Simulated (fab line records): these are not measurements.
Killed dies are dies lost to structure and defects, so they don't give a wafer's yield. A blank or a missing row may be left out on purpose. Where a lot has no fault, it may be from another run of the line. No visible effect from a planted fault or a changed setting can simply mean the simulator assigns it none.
Which tool was responsible? ; flow nandHarc ; 14 lots, 42 wafers sampled, at 1 step of a route of 1302

WHAT THE GAUGES READ, wafer by wafer
NHARC_A_BONDPAD_CD_MEAS_09: target cd 500 nm.
lot;measured;on;cdNm (nm)
L767;day 23 01:58;cdSem-01;498.4 500.4 498.8
L766;day 23 14:53;cdSem-03;501.4 499.5 500.8
L771;day 25 03:59;cdSem-03;503.5 501.4 500.5
L773;day 26 11:06;cdSem-01;499.5 500.8 497.2
L778;day 28 06:52;cdSem-02;496.9 500.0 501.9
L779;day 28 10:40;cdSem-02;501.7 500.6 501.7
L781;day 28 19:24;cdSem-01;496.5 500.0 495.8
L782;day 30 14:20;cdSem-03;505.0 502.4 501.2
L784;day 30 15:12;cdSem-01;502.0 500.6 501.7
L785;day 30 22:39;cdSem-03;499.3 497.1 500.3
L786;day 31 11:39;cdSem-01;495.5 500.5 499.4
L788;day 32 04:59;cdSem-02;502.1 501.5 504.1
L787;day 32 06:02;cdSem-01;504.4 501.4 501.5
L789;day 32 23:22;cdSem-02;497.8 499.4 500.2

EACH LOT AND THE TOOL THAT RAN IT (in order: tool; ch and the chambers of the sampled wafers; start)
The record shows no process step preceding these readings.

AS READ BY THE TOOLS THEMSELVES (means over the sampled wafers that have a number; for cases with no such wafer, the mark the record gives instead)
The record holds no such reading with a usual standard deviation.

THE ANSWER, worked out from the rows above alone
Rule: what is usual is taken from the lots themselves. Put in order of their means at a reading, lots are off if they are a third of the lots or fewer, leave a main group of 4 or more, and stand apart from it by a gap of 3 or more times the standard deviation of the main group's means; of several such gaps the widest counts. A main group is skipped when, at the precision printed for the reading in the tables above, its means are all equal. Also off: a lot with no number at a reading for which 4 or more lots have one. Any other lot the step has rows for is counted as sound. The gauges are gone through in route order, then the tools' own readings, and for those a lot's mean is taken as printed above. At the first step where some lot is off, the reading lying furthest off is the one used; lots without a number count as furthest.
None of the lots is off at any reading shown; this tells nothing.

WHAT THE SIMULATOR PUT IN
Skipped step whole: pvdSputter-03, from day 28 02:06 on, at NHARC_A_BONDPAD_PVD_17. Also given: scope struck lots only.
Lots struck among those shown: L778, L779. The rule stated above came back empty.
